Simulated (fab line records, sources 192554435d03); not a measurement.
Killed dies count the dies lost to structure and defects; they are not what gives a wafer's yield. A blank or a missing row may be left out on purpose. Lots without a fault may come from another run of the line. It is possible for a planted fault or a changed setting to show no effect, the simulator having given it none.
Chamber matching    flow n5_finfet    N5_FIN_SAQP_HM_DEP_03 on pecvd-03 has 3 sister chambers
The step deposits SiNx from SiH4/NH3/N2, target thk 38 nm, time 33.6 s. 20 wafers are shown with their chamber, then 10 later ones without.

WAFERS PAIRED WITH THEIR CHAMBERS
wafer   chamber  showerhead_plenum_p_Torr (Torr)  throttle_valve_pct (%)  heater_power_w (W)
L074.2  0        5.08                             38.5                    641
L074.3  0        5.07                             38.2                    658
L074.5  1        5.12                             39.5                    910
L075.1  1        5.13                             39.6                    937
L075.2  0        5.08                             38.2                    723
L075.6  0        5.07                             38.2                    711
L077.1  1        5.14                             39.5                    881
L077.4  0        5.07                             38.2                    680
L077.5  0        5.07                             38.4                    695
L079.1  0        5.06                             38.0                    743
L079.4  0        5.07                             38.2                    724
L079.6  1        5.12                             39.3                    933
L082.2  2        4.95                             37.8                    809
L082.4  0        5.06                             38.5                    728
L082.5  1        5.13                             39.6                    951
L085.1  0        5.08                             38.2                    714
L085.4  2        4.97                             37.6                    854
L085.5  0        5.07                             38.7                    695
L092.4  2        4.97                             37.8                    738
L092.5  1        5.13                             39.3                    928

SIGNATURES (averages over the wafers above)
reading                   chamber 0  chamber 1  chamber 2  scatter within a chamber
showerhead_plenum_p_Torr  5.0709     5.1283     4.9633     0.00782
throttle_valve_pct        38.300     39.467     37.733     0.175
heater_power_w            701.09     923.33     800.33     34
Rule: a wafer's distance from a chamber is the root of the sum, over the readings, of the square of ((its reading less the chamber's mean) divided by the reading's scatter). If the next closest chamber is less than 2 further off than the closest, the wafer can't be placed; otherwise it belongs to the closest. How the scatter is found: for the shown wafers, subtract from each reading the mean of its chamber, square and add these, divide the total by (wafers less chambers), then take the root.

WAFERS MISSING THEIR CHAMBER
wafer   showerhead_plenum_p_Torr (Torr)  throttle_valve_pct (%)  heater_power_w (W)
L092.6  5.06                             38.3                    663
L094.1  4.94                             38.0                    859
L094.2  5.06                             38.5                    751
L094.3  5.13                             39.1                    949
L095.1  4.95                             37.9                    850
L095.3  5.07                             38.5                    654
L095.5  4.96                             38.3                    869
L096.1  4.97                             38.0                    856
L096.5  5.08                             38.3                    748
L096.6  4.95                             38.3                    847

WHICH CHAMBER EACH ONE RAN IN
wafer   from the rows above  in truth
L092.6  0                    0
L094.1  2                    2
L094.2  0                    0
L094.3  1                    1
L095.1  2                    2
L095.3  0                    0
L095.5  2                    2
L096.1  2                    2
L096.5  0                    0
L096.6  2                    2
Placed correctly: 10 of 10. Can't be placed from these rows: 0. Wrongly placed: 0.
